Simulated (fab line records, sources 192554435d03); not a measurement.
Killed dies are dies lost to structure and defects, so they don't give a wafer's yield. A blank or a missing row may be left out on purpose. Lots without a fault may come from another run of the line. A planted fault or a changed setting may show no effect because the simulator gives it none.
Problem report in the 8D (eight disciplines) form, filled by code | flow n5_finfet | the parts of the form that need people (team, actions taken, sign-off) are left out

1. THE PROBLEM
killed_at_M0_to_M3 at N5_PASSIVATION_PROBE_49 reads a mean of 198 on 5 wafers of 3 lots; wafers without a fault read 31 with a standard deviation of 11. That is +15 standard deviations from the usual mean.
First seen on wafer L827.2, day 15 01:52, on prober-01. The record holds 9 wafers of 3 lots with a number at this step. Rule for "out", or "out of limits": more than 4 standard deviations from the usual mean. The other wafers with a number count as sound.

2. WHAT IT IS AND WHAT IT IS NOT
question                    | is                                                                                                                                        | is not
which readings at this step | killed_at_M0_to_M3, defect_limited_yield, killed_dies, killed_on_rim, sort_bin_5_function, sort_bin_6_memory, sort_n_pass, sort_yield_pct | killed_at_M4_up, killed_at_contacts, killed_at_front_end, killed_at_other, killed_open, killed_short
which lots                  | L827, L828, L829                                                                                                                          | -
which wafers of those lots  | L827.2, L827.5, L828.2, L829.5, L829.6                                                                                                    | L827.4, L828.1, L828.4, L829.1
read on which tools         | prober-01, prober-02                                                                                                                      | -
when                        | from day 15 01:52                                                                                                                         | up to then (0 sound wafers); but 4 sound wafers of L827, L828, L829 came after

3. SUSPECTS, AND WHAT RULES EACH OUT
Counting: a tool at a process step up to the reading stays a suspect if it ran every lot that is out. Sound lots after the first of them don't rule it out here, since some wafers of a struck lot are sound.
- euv_scanner-01 at N5_BEOL_M1_EXPOSE_08 (exposes mask M1): kept. It ran every lot that is out, first L827 (day 9 00:47).
Left after counting: euv_scanner-01 at N5_BEOL_M1_EXPOSE_08.

4. THE CAUSE (what the simulator had put in)
Process parameter drift: euv_scanner-01, from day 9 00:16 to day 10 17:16, at N5_BEOL_M1_EXPOSE_08. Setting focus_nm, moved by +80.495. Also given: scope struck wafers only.
Counting left only this tool.

5. THE CHAIN OF EFFECTS, in route order
Each row: a reading whose mean over the struck wafers that have a number lies more than 3 standard deviations from the usual. Only readings for which the record gives a usual standard deviation are gone through. hours: the time from each lot's start at the first step in this table that gives one to its start at this step, as a median over the lots. sigmas: the change in usual standard deviations.
hours | step                    | reading              | usual  | on struck wafers | change | sigmas
0     | N5_PASSIVATION_PROBE_49 | defect_limited_yield | 91.4 % | 77.3             | -14.1  | -9.4
0     | N5_PASSIVATION_PROBE_49 | killed_at_M0_to_M3   | 31     | 198              | +167   | +15
0     | N5_PASSIVATION_PROBE_49 | killed_dies          | 101    | 268              | +167   | +9.3
0     | N5_PASSIVATION_PROBE_49 | killed_on_rim        | 13     | 39               | +26    | +6.5
0     | N5_PASSIVATION_PROBE_49 | sort_bin_5_function  | 5.1 %  | 13.2             | +8.1   | +8.1
0     | N5_PASSIVATION_PROBE_49 | sort_bin_6_memory    | 3.2 %  | 8.4              | +5.2   | +7.7
0     | N5_PASSIVATION_PROBE_49 | sort_n_pass          | 1079   | 912              | -167   | -9.3
0     | N5_PASSIVATION_PROBE_49 | sort_yield_pct       | 91.4 % | 77.3             | -14.1  | -9.4
The process steps in it:
- N5_PASSIVATION_PROBE_49

6. WHAT WOULD HAVE CAUGHT IT SOONER
In this record the first reading out of limits was taken at day 15 01:52, 146 hours after the fault began at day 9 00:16.
All the lots that are out (3) had begun N5_BEOL_M1_EXPOSE_08 on euv_scanner-01 by day 15 01:52. A hold on the tool at that time would have spared none of them.
